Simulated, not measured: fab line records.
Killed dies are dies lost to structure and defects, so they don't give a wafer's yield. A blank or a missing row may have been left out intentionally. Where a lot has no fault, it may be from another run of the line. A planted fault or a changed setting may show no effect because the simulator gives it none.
Split-lot study :: flow n5Finfet :: 7 lots, 21 wafers read, on a route of 1938 steps

## SPLIT DETAILS
At N5_BEOL_M1_COAT_05 (resist thk 30 nm), the setting spinRpm was moved away from the recipe's 1500 rpm on 5 of the 21 wafers read, by -8.7% to +8.4%. The other wafers ran this setting at the recipe's value.

## FROM THE SPLIT TO THE READING: what the file shows between them, 6 steps
- N5_BEOL_M1_EBR_07
- N5_BEOL_M1_SOFTBAKE_06: time 60 s
- N5_BEOL_M1_EXPOSE_08: exposes mask M1
- N5_BEOL_M1_PEB_09: peb time 60 s
- N5_BEOL_M1_DEVELOP_10: develop time 30 s
- N5_BEOL_M1_DESCUM_16: chemistry O2, time 7 s

## THE READING
CAR-EUV_of_BEOL_M1_COAT_05.thkNm (the simulator's own value, which no gauge read), in nm, at N5_BEOL_M1_ETCH_74 (etches underlayer in N2/H2, target depth 6.5 nm, time 5.2 s). There is no usual value for it anywhere in the file. Here, 16 wafers ran the recipe; their average is 20.3 nm with a standard deviation of 0.12 nm.

wafer: L074.2
tool, chamber at the split: lithoTrack-05, 0
spinRpm as run, rpm: 1447
against the recipe: -3.5%
CAR-EUV_of_BEOL_M1_COAT_05.thkNm, nm: 20.8
against lot-mates on the recipe: +0.6

wafer: L074.3
tool, chamber at the split: lithoTrack-05, 0
spinRpm as run, rpm: 1500
against the recipe: recipe
CAR-EUV_of_BEOL_M1_COAT_05.thkNm, nm: 20.2
against lot-mates on the recipe: -

wafer: L074.4
tool, chamber at the split: lithoTrack-05, 0
spinRpm as run, rpm: 1500
against the recipe: recipe
CAR-EUV_of_BEOL_M1_COAT_05.thkNm, nm: 20.2
against lot-mates on the recipe: -

wafer: L085.2
tool, chamber at the split: lithoTrack-04, 0
spinRpm as run, rpm: 1370
against the recipe: -8.7%
CAR-EUV_of_BEOL_M1_COAT_05.thkNm, nm: 21.8
against lot-mates on the recipe: +1.5

wafer: L085.3
tool, chamber at the split: lithoTrack-04, 0
spinRpm as run, rpm: 1500
against the recipe: recipe
CAR-EUV_of_BEOL_M1_COAT_05.thkNm, nm: 20.2
against lot-mates on the recipe: -

wafer: L085.4
tool, chamber at the split: lithoTrack-04, 0
spinRpm as run, rpm: 1500
against the recipe: recipe
CAR-EUV_of_BEOL_M1_COAT_05.thkNm, nm: 20.4
against lot-mates on the recipe: -

wafer: L086.1
tool, chamber at the split: lithoTrack-02, 0
spinRpm as run, rpm: 1500
against the recipe: recipe
CAR-EUV_of_BEOL_M1_COAT_05.thkNm, nm: 20.4
against lot-mates on the recipe: -

wafer: L086.4
tool, chamber at the split: lithoTrack-02, 0
spinRpm as run, rpm: 1500
against the recipe: recipe
CAR-EUV_of_BEOL_M1_COAT_05.thkNm, nm: 20.2
against lot-mates on the recipe: -

wafer: L086.6
tool, chamber at the split: lithoTrack-02, 0
spinRpm as run, rpm: 1371
against the recipe: -8.6%
CAR-EUV_of_BEOL_M1_COAT_05.thkNm, nm: 21.8
against lot-mates on the recipe: +1.5

wafer: L088.3
tool, chamber at the split: lithoTrack-02, 0
spinRpm as run, rpm: 1500
against the recipe: recipe
CAR-EUV_of_BEOL_M1_COAT_05.thkNm, nm: 20.4
against lot-mates on the recipe: -

wafer: L088.5
tool, chamber at the split: lithoTrack-02, 0
spinRpm as run, rpm: 1500
against the recipe: recipe
CAR-EUV_of_BEOL_M1_COAT_05.thkNm, nm: 20.4
against lot-mates on the recipe: -

wafer: L088.4
tool, chamber at the split: lithoTrack-02, 0
spinRpm as run, rpm: 1500
against the recipe: recipe
CAR-EUV_of_BEOL_M1_COAT_05.thkNm, nm: 20.2
against lot-mates on the recipe: -

wafer: L091.1
tool, chamber at the split: lithoTrack-04, 0
spinRpm as run, rpm: 1500
against the recipe: recipe
CAR-EUV_of_BEOL_M1_COAT_05.thkNm, nm: 20.4
against lot-mates on the recipe: -

wafer: L091.4
tool, chamber at the split: lithoTrack-04, 0
spinRpm as run, rpm: 1500
against the recipe: recipe
CAR-EUV_of_BEOL_M1_COAT_05.thkNm, nm: 20.6
against lot-mates on the recipe: -

wafer: L091.5
tool, chamber at the split: lithoTrack-04, 0
spinRpm as run, rpm: 1500
against the recipe: recipe
CAR-EUV_of_BEOL_M1_COAT_05.thkNm, nm: 20.2
against lot-mates on the recipe: -

wafer: L092.3
tool, chamber at the split: lithoTrack-02, 0
spinRpm as run, rpm: 1500
against the recipe: recipe
CAR-EUV_of_BEOL_M1_COAT_05.thkNm, nm: 20.4
against lot-mates on the recipe: -

wafer: L092.6
tool, chamber at the split: lithoTrack-02, 0
spinRpm as run, rpm: 1500
against the recipe: recipe
CAR-EUV_of_BEOL_M1_COAT_05.thkNm, nm: 20.4
against lot-mates on the recipe: -

wafer: L092.5
tool, chamber at the split: lithoTrack-02, 0
spinRpm as run, rpm: 1626
against the recipe: +8.4%
CAR-EUV_of_BEOL_M1_COAT_05.thkNm, nm: 19
against lot-mates on the recipe: -1.4

wafer: L095.2
tool, chamber at the split: lithoTrack-05, 0
spinRpm as run, rpm: 1500
against the recipe: recipe
CAR-EUV_of_BEOL_M1_COAT_05.thkNm, nm: 20.2
against lot-mates on the recipe: -

wafer: L095.3
tool, chamber at the split: lithoTrack-05, 0
spinRpm as run, rpm: 1500
against the recipe: recipe
CAR-EUV_of_BEOL_M1_COAT_05.thkNm, nm: 20.2
against lot-mates on the recipe: -

wafer: L095.5
tool, chamber at the split: lithoTrack-05, 0
spinRpm as run, rpm: 1588
against the recipe: +5.9%
CAR-EUV_of_BEOL_M1_COAT_05.thkNm, nm: 19.2
against lot-mates on the recipe: -1.0

THE FIT
A straight line over all 21 wafers: CAR-EUV_of_BEOL_M1_COAT_05.thkNm changes by -0.169 nm for each +1% of spinRpm; r = -0.98; the points scatter about the line by 0.12 nm.
The same after taking each lot's own level away (the mean of its wafers on the recipe; 21 wafers): -0.171 nm for each +1%; r = -0.99; scatter 0.089 nm.
On that fit, the largest move of spinRpm shifts the reading by 1.5 nm.
Across the lots, their own levels run from 20.20 to 20.40 nm, a range of 1.6 times the standard deviation given above.
Hence the lot-to-lot level has little effect on the slope; both slopes agree.
Check: +1.48 nm against its lot-mates is what the line predicts for one of the wafers moved furthest among these (-8.7%) when that wafer is left out of the fit. It came out at +1.5 nm against them.

## FURTHER SPLITS ON THESE WAFERS
Before the reading, these wafers also passed through other splits. Each is held against what the fit with the lots' levels taken away leaves over:
other split on the same wafers: N5_MOL_CONTACT_COAG_ETCH_110 biasW
wafers away from the commonest value: 6
r with CAR-EUV_of_BEOL_M1_COAT_05.thkNm (lot level and that fit taken away): -0.14

other split on the same wafers: N5_MOL_CONTACT_COAG_VIA_ETCH_46 biasW
wafers away from the commonest value: 7
r with CAR-EUV_of_BEOL_M1_COAT_05.thkNm (lot level and that fit taken away): +0.08

other split on the same wafers: N5_MOL_CONTACT_COAG_CVD_140 targetThkA
wafers away from the commonest value: 6
r with CAR-EUV_of_BEOL_M1_COAT_05.thkNm (lot level and that fit taken away): -0.08

other split on the same wafers: N5_BEOL_M0_SAQP_PECVD_96 timeS
wafers away from the commonest value: 9
r with CAR-EUV_of_BEOL_M1_COAT_05.thkNm (lot level and that fit taken away): -0.02

other split on the same wafers: N5_BEOL_M0_SAQP_ETCH_106 targetDepthA
wafers away from the commonest value: 7
r with CAR-EUV_of_BEOL_M1_COAT_05.thkNm (lot level and that fit taken away): -0.11

## THE WHOLE CHAIN: every reading that the file lists as answering this split, in the file's order
step: N5_BEOL_M1_COAT_05
what it does: resist thk 30 nm
reading: CAR-EUV_of_BEOL_M1_COAT_05.thkNm (the simulator's own value, which no gauge read)
change (the file's fit): -0.146 nm for each +1% of the setting
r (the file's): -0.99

step: N5_BEOL_M1_DEVELOP_10
what it does: develop time 30 s
reading: CAR-EUV_of_BEOL_M1_COAT_05.thkNm (the simulator's own value, which no gauge read)
change (the file's fit): -0.144 nm for each +1% of the setting
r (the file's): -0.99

step: N5_BEOL_M1_DESCUM_16
what it does: chemistry O2, time 7 s
reading: CAR-EUV_of_BEOL_M1_COAT_05.thkNm (the simulator's own value, which no gauge read)
change (the file's fit): -0.16 nm for each +1% of the setting
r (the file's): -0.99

step: N5_BEOL_M1_ETCH_74
what it does: etches underlayer in N2/H2, target depth 6.5 nm, time 5.2 s
reading: CAR-EUV_of_BEOL_M1_COAT_05.thkNm (the simulator's own value, which no gauge read)
change (the file's fit): -0.171 nm for each +1% of the setting
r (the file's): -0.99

## THE FILE'S OWN FIT
CAR-EUV_of_BEOL_M1_COAT_05.thkNm changes by -0.171 nm for each +1% of spinRpm, r = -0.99.
